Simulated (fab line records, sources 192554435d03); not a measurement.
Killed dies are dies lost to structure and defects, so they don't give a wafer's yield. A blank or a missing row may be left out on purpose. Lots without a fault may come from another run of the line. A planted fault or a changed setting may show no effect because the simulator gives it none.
Split-lot experiment | flow n5_finfet | 7 lots, 21 wafers read, on a route of 1938 steps

THE SPLIT
At N5_BEOL_M10_TRENCH_ETCH_37 (etches SiCOH lowk in C4F6/O2, target depth 148.83 nm, time 48 s), the setting bias_w was moved away from the recipe's 185 W on 6 of the 21 wafers read, by -7.3% to +13.5%. The other wafers ran this setting at the recipe's value.

FROM THE SPLIT TO THE READING: what the file shows between them, 2 steps
- N5_BEOL_M10_ETCH_41: etches SiCN in CH3F/O2, target depth 42.6 nm, time 86 s (also split here: source_w)
- N5_BEOL_M10_STRIP_77: strips in N2/H2, time 10 s

THE READING
trench_depth_nm, in nm, at N5_BEOL_M10_OCD_MEAS_38. Fault-free wafers of this fab line usually give 148.2 nm, standard deviation 3 nm.

wafer  | tool, chamber at the split | bias_w as run, W | against the recipe | trench_depth_nm, nm | against lot-mates on the recipe
L075.1 | rie_diel-03, 1             | 185              | recipe             | 144.8               | -
L075.2 | rie_diel-03, 0             | 185              | recipe             | 147.3               | -
L075.6 | rie_diel-03, 0             | 185              | recipe             | 147.1               | -
L078.1 | rie_diel-01, 0             | 185              | recipe             | 143.8               | -
L078.3 | rie_diel-01, 3             | 185              | recipe             | 144.1               | -
L078.5 | rie_diel-01, 3             | 185              | recipe             | 146.7               | -
L079.1 | rie_diel-03, 1             | 185              | recipe             | 146.2               | -
L079.3 | rie_diel-03, 2             | 210              | +13.5%             | 158.4               | +11.3
L079.6 | rie_diel-03, 3             | 185              | recipe             | 147.9               | -
L081.4 | rie_diel-05, 3             | 203.8            | +10.2%             | 154.2               | +5.3
L081.5 | rie_diel-05, 1             | 185              | recipe             | 149.3               | -
L081.6 | rie_diel-05, 0             | 185              | recipe             | 148.5               | -
L086.2 | rie_diel-03, 2             | 185              | recipe             | 149.6               | -
L086.3 | rie_diel-03, 1             | 185              | recipe             | 145.3               | -
L086.4 | rie_diel-03, 0             | 171.5            | -7.3%              | 141.9               | -5.5
L089.2 | rie_diel-01, 0             | 201.9            | +9.1%              | 147.1               | no lot-mate on the recipe
L089.3 | rie_diel-01, 3             | 201.9            | +9.1%              | 150.7               | no lot-mate on the recipe
L089.6 | rie_diel-01, 3             | 201.9            | +9.1%              | 150.6               | no lot-mate on the recipe
L090.1 | rie_diel-01, 2             | 185              | recipe             | 152.4               | -
L090.4 | rie_diel-01, 1             | 185              | recipe             | 150.7               | -
L090.5 | rie_diel-01, 2             | 185              | recipe             | 150.2               | -

THE FIT
A straight line over all 21 wafers: trench_depth_nm changes by +0.542 nm for each +1% of bias_w; r = +0.71; the points scatter about the line by 2.7 nm.
The same after taking each lot's own level away (the mean of its wafers on the recipe; 18 wafers): +0.733 nm for each +1%; r = +0.93; scatter 1.4 nm.
On that fit, the largest move of bias_w shifts the reading by 9.9 nm.
The lots' own levels span 144.87 to 151.10 nm, that is 2.1 times the standard deviation above.
So the lot-to-lot level blurs the effect unless lot-mates are compared.
Check: with one of the wafers moved furthest among these (+13.5%) left out of the fit, the line predicts +8.06 nm for it against its lot-mates. It came out at +11.3 nm against them.

OTHER SPLITS ON THESE WAFERS
These wafers also went through other splits before the reading. Each is held against what the fit with the lots' levels taken away leaves over:
other split on the same wafers     | wafers away from the commonest value | r with trench_depth_nm (lot level and that fit taken away)
N5_BEOL_M9_SURFACE_TREAT_79 time_s | as run: not given for these wafers   | -
N5_BEOL_M10_ETCH_41 source_w       | 8                                    | +0.25

THE WHOLE CHAIN: every reading that the file lists as answering this split, in the file's order
step                       | what it does                                                    | reading                                                                    | change (the file's fit)               | r (the file's)
N5_BEOL_M10_TRENCH_ETCH_37 | etches SiCOH lowk in C4F6/O2, target depth 148.83 nm, time 48 s | BEOL_M10.feature_depth_nm (the simulator's own value, which no gauge read) | +0.7 nm for each +1% of the setting   | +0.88
N5_BEOL_M10_TRENCH_ETCH_37 | etches SiCOH lowk in C4F6/O2, target depth 148.83 nm, time 48 s | etch.depth_nm (the simulator's own value, which no gauge read)             | +0.704 nm for each +1% of the setting | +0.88
N5_BEOL_M10_OCD_MEAS_38    |                                                                 | trench_depth_nm                                                            | +0.732 nm for each +1% of the setting | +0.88

THE FILE'S OWN FIT
trench_depth_nm changes by +0.732 nm for each +1% of bias_w, r = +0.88.
